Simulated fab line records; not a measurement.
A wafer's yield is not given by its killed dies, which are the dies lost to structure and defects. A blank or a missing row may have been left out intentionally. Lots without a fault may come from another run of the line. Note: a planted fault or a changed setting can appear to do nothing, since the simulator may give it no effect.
Lot-split experiment -- flow n5Finfet -- 7 lots, 39 wafers read, on a route of 1938 steps

## THE SPLIT
At N5_DUMMY_GATE_ETCH_31 (etches SiO2 in C4F6/O2, target depth 82.5 nm, time 27.5 s), the setting targetDepthA was moved away from the recipe's 825 angstrom on 12 of the 39 wafers read, by -12.2% to +11.4%. For the rest of the wafers, this setting stayed at what the recipe calls for.

The split's own step is where the reading is taken.

## THE READING
SOC_of_DUMMY_GATE_COAT_34.thkNm (the simulator's own value, which no gauge read), in nm, at N5_DUMMY_GATE_ETCH_31 (etches SiO2 in C4F6/O2, target depth 82.5 nm, time 27.5 s). There is no usual value for it anywhere in the file. Across the 27 wafers here that went through the recipe, the average is 51.6 nm and the standard deviation 0.23 nm.

wafer,"tool, chamber at the split","targetDepthA as run, angstrom",against the recipe,"SOC_of_DUMMY_GATE_COAT_34.thkNm, nm",against lot-mates on the recipe
L075.1,"rieDiel-05, 0",825,recipe,51.6,-
L075.2,"rieDiel-05, 3",825,recipe,52,-
L075.3,"rieDiel-05, 1",825,recipe,51.2,-
L075.4,"rieDiel-05, 2",825,recipe,51.8,-
L075.5,"rieDiel-05, 1",825,recipe,51,-
L075.6,"rieDiel-05, 0",825,recipe,51.6,-
L080.1,"rieDiel-06, 2",724.4,-12.2%,53,+1.3
L080.2,"rieDiel-06, 1",825,recipe,51.8,-
L080.3,"rieDiel-06, 3",825,recipe,51.6,-
L080.4,"rieDiel-06, 0",724.4,-12.2%,52.8,+1.1
L080.5,"rieDiel-06, 0",724.4,-12.2%,52.8,+1.1
L080.6,"rieDiel-06, 1",825,recipe,51.8,-
L083.2,"rieDiel-06, 2",825,recipe,51.4,-
L083.3,"rieDiel-06, 1",825,recipe,51.6,-
L083.5,"rieDiel-06, 2",825,recipe,51.4,-
L088.1,"rieDiel-02, 2",726.3,-12.0%,53,+1.4
L088.2,"rieDiel-02, 3",825,recipe,51.6,-
L088.3,"rieDiel-02, 0",726.3,-12.0%,52.8,+1.2
L088.4,"rieDiel-02, 1",825,recipe,51.6,-
L088.5,"rieDiel-02, 0",825,recipe,51.6,-
L088.6,"rieDiel-02, 3",726.3,-12.0%,52.8,+1.2
L090.1,"rieDiel-05, 3",825,recipe,51.8,-
L090.2,"rieDiel-05, 2",787.5,-4.5%,52,+0.3
L090.3,"rieDiel-05, 1",787.5,-4.5%,51.4,-0.3
L090.4,"rieDiel-05, 0",825,recipe,51.4,-
L090.5,"rieDiel-05, 3",825,recipe,52,-
L090.6,"rieDiel-05, 0",787.5,-4.5%,51.8,+0.1
L094.1,"rieDiel-06, 2",825,recipe,51.4,-
L094.2,"rieDiel-06, 0",919.4,+11.4%,50.4,-1.1
L094.3,"rieDiel-06, 1",825,recipe,51.4,-
L094.4,"rieDiel-06, 3",919.4,+11.4%,50.6,-0.9
L094.5,"rieDiel-06, 3",919.4,+11.4%,50.6,-0.9
L094.6,"rieDiel-06, 0",825,recipe,51.8,-
L097.1,"rieDiel-06, 2",825,recipe,51.8,-
L097.2,"rieDiel-06, 0",825,recipe,51.8,-
L097.3,"rieDiel-06, 3",825,recipe,51.6,-
L097.4,"rieDiel-06, 1",825,recipe,51.8,-
L097.5,"rieDiel-06, 0",825,recipe,51.8,-
L097.6,"rieDiel-06, 3",825,recipe,51.8,-

THE FIT
A straight line over all 39 wafers: SOC_of_DUMMY_GATE_COAT_34.thkNm changes by -0.0973 nm for each +1% of targetDepthA; r = -0.92; the points scatter about the line by 0.23 nm.
The same after taking each lot's own level away (the mean of its wafers on the recipe; 39 wafers): -0.0917 nm for each +1%; r = -0.92; scatter 0.23 nm.
On that fit, the largest move of targetDepthA shifts the reading by 1.1 nm.
Across the lots, their own levels run from 51.47 to 51.77 nm, a range of 1.3 times the standard deviation given above.
The two slopes are in agreement: the lot-to-lot level therefore moves the slope only a little.
Check: for one of the wafers moved furthest among these (-12.2%), held out of the fit, the line's prediction against its lot-mates is +1.08 nm. It came out at +1.27 nm against them.

## FURTHER SPLITS ON THESE WAFERS
These wafers also went through other splits before the reading. Each is held against what the fit with the lots' levels taken away leaves over:
other split on the same wafers,wafers away from the commonest value,r with SOC_of_DUMMY_GATE_COAT_34.thkNm (lot level and that fit taken away)
N5_FIN_SAQP_MANDREL_ETCH_22 targetDepthA,12,-0.30
N5_FIN_CUT_ETCH_21 biasW,12,+0.02

## THE WHOLE CHAIN: every reading that the file lists as answering this split, in the file's order
step,what it does,reading,change (the file's fit),r (the file's)
N5_DUMMY_GATE_ETCH_31,"etches SiO2 in C4F6/O2, target depth 82.5 nm, time 27.5 s","etch.depthNm (the simulator's own value, which no gauge read)",+0.855 nm for each +1% of the setting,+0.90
N5_DUMMY_GATE_ETCH_31,"etches SiO2 in C4F6/O2, target depth 82.5 nm, time 27.5 s","SOC_of_DUMMY_GATE_COAT_34.thkNm (the simulator's own value, which no gauge read)",-0.0911 nm for each +1% of the setting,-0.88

## THE FILE'S OWN FIT
SOC_of_DUMMY_GATE_COAT_34.thkNm changes by -0.0911 nm for each +1% of targetDepthA, r = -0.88.
